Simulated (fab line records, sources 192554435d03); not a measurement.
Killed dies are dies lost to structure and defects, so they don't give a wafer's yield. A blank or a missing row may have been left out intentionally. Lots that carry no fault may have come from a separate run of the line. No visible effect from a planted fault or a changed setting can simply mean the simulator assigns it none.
fab line records -- flow n5_finfet
[record] lots = 6, wafers = 18, last_day = 18
route steps=1938 shown BEOL_M12@1641 PASSIVATION@1936
lots that met no fault: taken from a fault-free run of the same line
start_h: hours from the record's first day to the start of the lot's first wafer shown -- wait_h: how many hours have passed since the lot's step before this one -- " as in the row above -- L1.1+2: one row covering several wafers at once -- - either no value or no given start -- * or withheld: withheld -- < > ~ a bound
route shown NAME@n: names a module that has steps shown in the file, with the first one's number in the route -- usual: mean/standard deviation of fault-free wafers -- same: alike in all rows -- chamber/n: place in a boat -- sites: readings site by site -- _std_site: standard deviation of those values -- _edge_site: mean of outer sites minus mean of inner sites -- radius_mm: how far each site lies from the wafer's centre -- mask NAME#n: copy n -- behind: tool/chamber where the wafer was last shaped -- hold: the reason the lot was held/the length of the hold in hours/how it ended -- device: the n, p or np transistor that did not switch -- end of line: the tests these same wafers got at the end of their route -- for a step that has no rows: nothing shown but its recipe -- killed: the dies lost at the first sort to structure and to defects; this is not the yield of the wafer -- map: shows each die of a wafer: x if killed, . if not, _ if none is there
set.NAME: the setting that was run; set.NAME@STEP: the one run at that earlier step -- model.NAME: the simulator's own value behind a step, which no gauge read
a table for each step, a row for each wafer; lots at some steps of the route
services: a tool's chamber out of use, with start hour (start_h, from the record's first day; less than 0 if before it), hours out, and reason
[[steps]]
[step N5_BEOL_M12_OCD_MEAS_35]
[usual] trench_depth_nm = 319/3.1
lot.wafer,tool,chamber,start_h,wait_h,trench_depth_nm
L194.2,ocd-02,-,287.89,0.0,317
L194.3,ocd-02,-,287.89,0.0,320
L194.6,ocd-02,-,287.89,0.0,318
L198.1,ocd-01,-,321.08,0.0,319
L198.3,ocd-01,-,321.08,0.0,319
L198.4,ocd-01,-,321.08,0.0,324
L206.1,ocd-01,-,365.58,0.0,312
L206.3,ocd-01,-,365.58,0.0,324
L206.5,ocd-01,-,365.58,0.0,311
L207.1,ocd-02,-,370.95,0.0,319
L207.4,ocd-02,-,370.95,0.0,316
L207.5,ocd-02,-,370.95,0.0,319
L209.1,ocd-01,-,384.93,0.0,312
L209.2,ocd-01,-,384.93,0.0,317
L209.3,ocd-01,-,384.93,0.0,311
L210.2,ocd-02,-,394.41,0.0,317
L210.4,ocd-02,-,394.41,0.0,320
L210.6,ocd-02,-,394.41,0.0,322
[step N5_BEOL_M12_STRIP_37]
[recipe] chemistry = N2/H2, power_w = 1000, temp_c = 250, h2_frac = 0.65, overash_fraction = 0.3, pressure_mtorr = withheld, n2_flow_sccm = 1750, h2_flow_sccm = 3250
[step N5_BEOL_M12_ETCH_38]
[recipe] chemistry = CF4/N2, target = SiCN, target_depth_a = 687, taper_deg = 2, time_s = 73.4, ion_energy_ev = 150, mask_material = SiO2, pressure_mtorr = 40, source_w = 430, bias_w = 70, Ar_flow_sccm = 100, cf4_flow_sccm = 60, n2_flow_sccm = 60
[step N5_BEOL_M12_PRECLEAN_39]
[recipe] chemistry = residue_remover, time_s = 60, temp_c = 40
[step N5_BEOL_M12_SRD_40]
[recipe] time_s = 30, temp_c = 23, rinse_liquid = diw, dry = n2_spin, spin_rpm = 1500, dry_time_s = 30
[step N5_BEOL_M12_DEGAS_41]
[recipe] ambient = vacuum, temp_c = 250, time_s = 60
[usual] heater_power_w = 329/35
lot.wafer,tool,chamber,start_h,wait_h,heater_power_w
L194.2,pvd_sputter-02,-,296.61,0.4,325
L194.3,pvd_sputter-02,-,296.61,0.4,327
L194.6,pvd_sputter-02,-,296.61,0.4,325
L198.1,pvd_sputter-02,-,323.69,0.3,333
L198.3,pvd_sputter-02,-,323.69,0.3,330
L198.4,pvd_sputter-02,-,323.69,0.3,332
L206.1,pvd_sputter-02,-,370.62,0.3,344
L206.3,pvd_sputter-02,-,370.62,0.3,326
L206.5,pvd_sputter-02,-,370.62,0.3,307
L207.1,pvd_sputter-01,-,374.43,0.6,266
L207.4,pvd_sputter-01,-,374.43,0.6,316
L207.5,pvd_sputter-01,-,374.43,0.6,316
L209.1,pvd_sputter-02,-,388.81,1.7,329
L209.2,pvd_sputter-02,-,388.81,1.7,330
L209.3,pvd_sputter-02,-,388.81,1.7,306
L210.2,pvd_sputter-01,-,396.04,0.5,271
L210.4,pvd_sputter-01,-,396.04,0.5,380
L210.6,pvd_sputter-01,-,396.04,0.5,384
[step N5_BEOL_M12_PRE_CLEAN_42]
[recipe] gas = H2/He, time_s = 30, temp_c = 250
[usual] heater_power_w = 329/35
lot.wafer,tool,chamber,start_h,wait_h,heater_power_w
L194.2,pvd_sputter-02,-,296.65,0.0,335
L194.3,pvd_sputter-02,-,296.65,0.0,345
L194.6,pvd_sputter-02,-,296.65,0.0,318
L198.1,pvd_sputter-02,-,323.73,0.0,338
L198.3,pvd_sputter-02,-,323.73,0.0,325
L198.4,pvd_sputter-02,-,323.73,0.0,322
L206.1,pvd_sputter-02,-,370.66,0.0,329
L206.3,pvd_sputter-02,-,370.66,0.0,320
L206.5,pvd_sputter-02,-,370.66,0.0,304
L207.1,pvd_sputter-01,-,374.47,0.0,265
L207.4,pvd_sputter-01,-,374.47,0.0,313
L207.5,pvd_sputter-01,-,374.47,0.0,305
L209.1,pvd_sputter-02,-,388.85,0.0,326
L209.2,pvd_sputter-02,-,388.85,0.0,325
L209.3,pvd_sputter-02,-,388.85,0.0,310
L210.2,pvd_sputter-01,-,396.08,0.0,263
L210.4,pvd_sputter-01,-,396.08,0.0,396
L210.6,pvd_sputter-01,-,396.08,0.0,373
[step N5_BEOL_M12_SPUTTER_43]
[recipe] material = TaN, target_thk_a = 150, temp_c = 50, bias_v = 168.6, power_w = 15000, chamber_pressure_pa = 0.12, time_s = 24.19
[step N5_BEOL_M12_SPUTTER_44]
[recipe] material = Ta, target_thk_a = 100, temp_c = 50, bias_v = 80, power_w = 15000, chamber_pressure_pa = 0.07, time_s = 16.13
[usual] throttle_valve_pct = 30.1/1.2
lot.wafer,tool,chamber,start_h,wait_h,throttle_valve_pct
L194.2,pvd_sputter-02,-,296.77,0.0,30.6
L194.3,pvd_sputter-02,-,296.77,0.0,30.0
L194.6,pvd_sputter-02,-,296.77,0.0,30.6
L198.1,pvd_sputter-02,-,323.85,0.0,29.9
L198.3,pvd_sputter-02,-,323.85,0.0,30.5
L198.4,pvd_sputter-02,-,323.85,0.0,29.7
L206.1,pvd_sputter-02,-,370.78,0.0,30.0
L206.3,pvd_sputter-02,-,370.78,0.0,30.3
L206.5,pvd_sputter-02,-,370.78,0.0,30.8
L207.1,pvd_sputter-01,-,374.59,0.0,30.6
L207.4,pvd_sputter-01,-,374.59,0.0,29.6
L207.5,pvd_sputter-01,-,374.59,0.0,28.8
L209.1,pvd_sputter-02,-,388.97,0.0,30.2
L209.2,pvd_sputter-02,-,388.97,0.0,29.6
L209.3,pvd_sputter-02,-,388.97,0.0,30.9
L210.2,pvd_sputter-01,-,396.20,0.0,30.6
L210.4,pvd_sputter-01,-,396.20,0.0,30.9
L210.6,pvd_sputter-01,-,396.20,0.0,30.9
[step N5_BEOL_M12_SPUTTER_45]
[recipe] material = Cu, target_thk_a = 800, temp_c = -20, bias_v = 60, power_w = 26000, chamber_pressure_pa = 0.13, time_s = 13.33
[usual] throttle_valve_pct = 30.1/1.2
lot.wafer,tool,chamber,start_h,wait_h,throttle_valve_pct
L194.2,pvd_sputter-02,-,296.85,0.0,30.4
L194.3,pvd_sputter-02,-,296.85,0.0,29.8
L194.6,pvd_sputter-02,-,296.85,0.0,30.6
L198.1,pvd_sputter-02,-,323.93,0.0,29.9
L198.3,pvd_sputter-02,-,323.93,0.0,30.6
L198.4,pvd_sputter-02,-,323.93,0.0,29.3
L206.1,pvd_sputter-02,-,370.86,0.0,29.9
L206.3,pvd_sputter-02,-,370.86,0.0,30.4
L206.5,pvd_sputter-02,-,370.86,0.0,31.0
L207.1,pvd_sputter-01,-,374.67,0.0,30.6
L207.4,pvd_sputter-01,-,374.67,0.0,29.7
L207.5,pvd_sputter-01,-,374.67,0.0,28.6
L209.1,pvd_sputter-02,-,389.05,0.0,30.7
L209.2,pvd_sputter-02,-,389.05,0.0,29.5
L209.3,pvd_sputter-02,-,389.05,0.0,31.2
L210.2,pvd_sputter-01,-,396.28,0.0,30.3
L210.4,pvd_sputter-01,-,396.28,0.0,31.1
L210.6,pvd_sputter-01,-,396.28,0.0,31.1
[step N5_BEOL_M12_ECD_47]
[recipe] material = Cu, target_thk_a = 7200
[step N5_BEOL_M12_ANNEAL_48]
[recipe] temp_c = 225, time_s = 90, ambient = N2
[usual] anneal_temp_c = 225.00/0.16, wafer_temp_C_max = 226.5/0.47
lot.wafer,tool,chamber,start_h,wait_h,anneal_temp_c,wafer_temp_C_max
L194.2,rtp_anneal-01,0,297.51,0.5,224.65,227.0
L194.3,rtp_anneal-01,0,297.51,0.5,224.87,226.9
L194.6,rtp_anneal-01,0,297.51,0.5,225.15,226.9
L198.1,rtp_anneal-02,0,324.19,0.1,225.03,226.6
L198.3,rtp_anneal-02,0,324.19,0.1,225.24,226.1
L198.4,rtp_anneal-02,0,324.19,0.1,225.20,226.0
L206.1,rtp_anneal-02,0,371.13,0.1,224.98,226.1
L206.3,rtp_anneal-02,0,371.13,0.1,224.97,226.1
L206.5,rtp_anneal-02,0,371.13,0.1,224.72,226.0
L207.1,rtp_anneal-01,0,374.93,0.1,225.04,227.5
L207.4,rtp_anneal-01,0,374.93,0.1,224.85,226.8
L207.5,rtp_anneal-01,0,374.93,0.1,225.21,226.6
L209.1,rtp_anneal-01,0,389.32,0.1,224.91,226.5
L209.2,rtp_anneal-01,0,389.32,0.1,224.89,226.4
L209.3,rtp_anneal-01,0,389.32,0.1,224.79,226.9
L210.2,rtp_anneal-01,0,396.69,0.3,224.79,227.0
L210.4,rtp_anneal-01,0,396.69,0.3,224.84,226.8
L210.6,rtp_anneal-01,0,396.69,0.3,224.70,226.3
[step N5_BEOL_M12_CMP_49]
[recipe] stop_on = SiOC, t_overpolish_s = 20.6, down_force_psi = 1, platen_rpm = 50, clearing_platen_down_force_psi = 1.5, clearing_platen_rpm = 50, post_cmp_clean = cu_alkaline, target_thk_nm = 320, clearing_platen_pad_velocity_m_s = 0.99484, pad_velocity_m_s = 0.99484
[usual] barrier_field_endpoint_s = 29.9/0.71, head_pressure_psi = 0.9998/0.0023, motor_current_A = 6.1/0.69, overpolish_run_s = 20.599/0.0075, platen_rpm = 50.00/0.032
lot.wafer,tool,chamber,start_h,wait_h,barrier_field_endpoint_s,head_pressure_psi,motor_current_A,overpolish_run_s,platen_rpm
L194.3,cmp-01,1,297.77,0.2,30.9,0.9962,6.4,20.607,49.98
L194.2,cmp-01,0,297.77,0.2,30.3,1.0042,6.6,20.594,50.01
L194.6,cmp-01,1,297.77,0.2,29.9,1.0002,6.5,20.606,49.99
L198.4,cmp-03,0,324.48,0.1,31.4,0.9983,7.0,20.595,49.99
L198.3,cmp-03,1,324.48,0.1,30.2,1.0013,7.1,20.598,50.01
L198.1,cmp-03,3,324.48,0.1,31.1,0.9973,5.4,20.588,49.96
L206.3,cmp-01,2,371.44,0.2,29.0,1.0497,5.6,20.605,49.98
L206.1,cmp-01,3,371.44,0.2,29.8,1.0036,4.9,20.600,50.01
L206.5,cmp-01,3,371.44,0.2,29.8,0.9999,5.3,20.602,50.07
L207.1,cmp-01,2,375.25,0.3,28.7,1.0500,5.8,20.599,50.02
L207.4,cmp-01,0,375.25,0.3,30.2,0.9992,6.5,20.588,49.91
L207.5,cmp-01,3,375.25,0.3,29.6,0.9995,5.6,20.587,49.97
L209.1,cmp-03,2,389.63,0.3,29.1,0.9991,6.4,20.606,50.02
L209.3,cmp-03,3,389.63,0.3,29.9,1.0006,5.4,20.600,49.99
L209.2,cmp-03,1,389.63,0.3,29.0,1.0014,7.3,20.605,50.01
L210.2,cmp-04,3,396.94,0.2,30.7,1.0019,6.9,20.606,49.99
L210.4,cmp-04,0,396.94,0.2,30.3,1.0014,5.1,20.604,50.02
L210.6,cmp-04,0,396.94,0.2,30.0,1.0016,5.1,20.613,50.00
[step N5_PASSIVATION_PROBE_49]
[usual] defect_limited_yield = 91.2/1.6, killed_at_M0_to_M3 = 35/11, killed_at_M4_up = 14/5.4, killed_at_contacts = 13/6, killed_at_front_end = 38/11, killed_at_other = 3.4/2.6, killed_dies = 104/19, killed_open = 68/13, killed_short = 34/8.5, sort_bin_5_function = 5.1/1, sort_bin_6_memory = 3.3/0.72, sort_n_pass = 1075/22, sort_yield_pct = 91.1/1.9
[same] gross_dies = 1180, killed_at_back_side = 0, sort_bin_4_leakage[%] = 0, sort_bin_8_speed[%] = 0
lot.wafer,tool,chamber,start_h,wait_h,defect_limited_yield[%],killed_at_M0_to_M3,killed_at_M4_up,killed_at_contacts,killed_at_front_end,killed_at_other,killed_dies,killed_open,killed_short,sort_bin_5_function[%],sort_bin_6_memory[%],sort_n_pass,sort_yield_pct[%]
L194.2,prober-02,-,346.44,0.1,90.2,32,13,13,50,8,116,64,52,5.9,3.5,1064,90.2
L194.3,prober-02,-,346.49,0.1,90.9,33,17,13,35,9,107,67,40,4.7,4.0,1073,90.9
L194.6,prober-02,-,346.64,0.3,89.4,26,15,22,55,7,125,69,49,6.4,3.4,1055,89.4
L206.1,prober-02,-,408.28,0.0,92.6,40,3,12,28,4,87,61,26,3.8,3.1,1093,92.6
L206.3,prober-02,-,408.38,0.1,91.0,26,13,22,42,3,106,70,36,4.8,3.7,1074,91.0
L206.5,prober-02,-,408.48,0.2,91.6,34,5,10,48,2,99,68,31,4.7,3.4,1081,91.6
// killed by level:class
L194.2 FIN_SAQP:geometric_particle:short=24 MOL_CONTACT_COAG:geometric_particle:open=13 BEOL_M0_SAQP:geometric_particle:short=12 FIN_SAQP:geometric_particle:open=8 BEOL_M4:geometric_particle:open=7 BEOL_M1:geometric_particle:open=7 BEOL_M0:geometric_particle:open=5 BEOL_M0_SAQP:geometric_particle:open=4
L194.3 FIN_SAQP:geometric_particle:short=10 MOL_CONTACT_COAG:geometric_particle:open=10 BEOL_M4:geometric_particle:open=8 BEOL_M3:geometric_particle:open=7 BEOL_M0:geometric_particle:open=5 BEOL_M2:geometric_particle:open=5 BEOL_M1:geometric_particle:open=5 STARTING-WAFER:geometric_particle:short=5
L194.6 FIN_SAQP:geometric_particle:short=19 MOL_CONTACT_COAG:geometric_particle:open=15 FIN_SAQP:geometric_particle:open=10 BEOL_M4:geometric_particle:open=8 MOL_CONTACT_COAG:geometric_particle:short=7 STI_FIN_REVEAL:geometric_particle:open=7 HKMG_FIN:area_etch=7 BEOL_M2:geometric_particle:open=6
L206.1 STI_FIN_REVEAL:geometric_particle:open=11 BEOL_M3:geometric_particle:open=11 MOL_CONTACT_COAG:geometric_particle:open=9 BEOL_M0_SAQP:geometric_particle:short=9 BEOL_M0_SAQP:geometric_particle:open=8 ILD0:geometric_particle:open=4 MOL_CONTACT_COAG:geometric_particle:short=3 BEOL_M1:geometric_particle:open=3
L206.3 MOL_CONTACT_COAG:geometric_particle:open=14 FIN_SAQP:geometric_particle:open=13 BEOL_M2:geometric_particle:open=10 MOL_CONTACT_COAG:geometric_particle:short=8 FIN_SAQP:geometric_particle:short=7 STI_FIN_REVEAL:geometric_particle:open=6 BEOL_M4:geometric_particle:open=4 STARTING-WAFER:geometric_particle:open=4
L206.5 BEOL_M2:geometric_particle:open=15 STI_FIN_REVEAL:geometric_particle:open=13 GATE_CUT:geometric_particle:short=7 MOL_CONTACT_COAG:geometric_particle:open=7 FIN_SAQP:geometric_particle:open=5 BEOL_M0_SAQP:geometric_particle:open=5 FIN_SAQP:geometric_particle:short=4 STI_FIN_REVEAL:geometric_particle:short=4
[[services]]
tool,chamber,start_h,hours,kind
cmp-01,-,277.06,4.0,pm
cmp-01,-,281.06,-,consumable_replace:conditioner
cmp-01,-,281.06,-,consumable_replace:pad
cmp-03,-,291.41,8.2,pm
pvd_sputter-01,-,352.83,2.6,repair
cmp-04,-,357.06,31.8,repair
cmp-01,-,358.42,3.8,repair
cmp-04,-,393.24,1.4,repair
[[key]]
[first_sign] step = N5_BEOL_M12_CMP_49, reading = head_pressure_psi, direction = up, sigmas = 22, usual = 0.9998, struck = 1.0499
effect none on later readings
met_at N5_BEOL_M12_CMP_49
struck_wafers L206.3,L207.1
[baseline_loss] step = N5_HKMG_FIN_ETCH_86, wafers = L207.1
[fault] kind = process_parameter_drift, tool = cmp-01, chamber = 2, onset_h = 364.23, steps = N5_BEOL_M12_CMP_49, channel = down_force_psi, offset = 0.053665, shape = step, end_h = 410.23, acts_in = these_recipes_only, stated = 1
// baseline_loss: these wafers lose ten dies or more at that step, a loss of the line's own and not of a fault; the sort's usual values leave them out
